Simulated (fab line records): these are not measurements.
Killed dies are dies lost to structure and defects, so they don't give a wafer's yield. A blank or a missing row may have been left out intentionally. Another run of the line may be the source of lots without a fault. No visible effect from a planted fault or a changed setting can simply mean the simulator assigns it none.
Matching of chambers	flow n5 finfet	N5_HKMG_FIN_CVD_62 on thermal cvd si-01: 3 sister chambers
The step deposits a-Si from Si2H6, target thk 3 nm, time 20.8 s. 3 wafers are shown with their chamber, then 11 later ones without.

== WAFERS, EACH WITH ITS CHAMBER ==
wafer	chamber	heater power w (W)
L088.4	0	1564
L088.6	1	1613
L090.2	2	1560

== WAFERS WITHOUT THEIR CHAMBER ==
wafer	heater power w (W)
L090.3	1591
L090.4	1504
L092.1	1526
L092.2	1582
L092.5	1579
L094.2	1611
L094.4	1584
L094.5	1564
L096.3	1615
L096.4	1560
L096.6	1592

== CHAMBER TAKEN BY EACH ==
wafer	from the rows above	in truth
L090.3	can't be placed: 1 or 0 or 2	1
L090.4	can't be placed: 2 or 0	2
L092.1	can't be placed: 2 or 0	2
L092.2	can't be placed: 0 or 2 or 1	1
L092.5	can't be placed: 0 or 2 or 1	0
L094.2	can't be placed: 1 or 0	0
L094.4	can't be placed: 0 or 2 or 1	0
L094.5	can't be placed: 0 or 2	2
L096.3	1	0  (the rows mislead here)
L096.4	can't be placed: 2 or 0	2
L096.6	can't be placed: 1 or 0 or 2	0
Correct placement for 0 of the 11. These rows do not allow placing 10 (true chamber among the candidates in 10). 1 placed wrongly.
How it was worked out, from the rows above alone: a wafer's distance from a chamber is the root of the sum, over the readings, of the square of ((its reading less the chamber's mean) divided by the reading's scatter). If the next closest chamber is less than 2 further off than the closest, the wafer can't be placed; otherwise it belongs to the closest. Each chamber's mean is taken over the wafers shown for it. The scatter: root of mean squared gap, hidden wafer to nearest shown wafer, with one shown wafer a chamber.
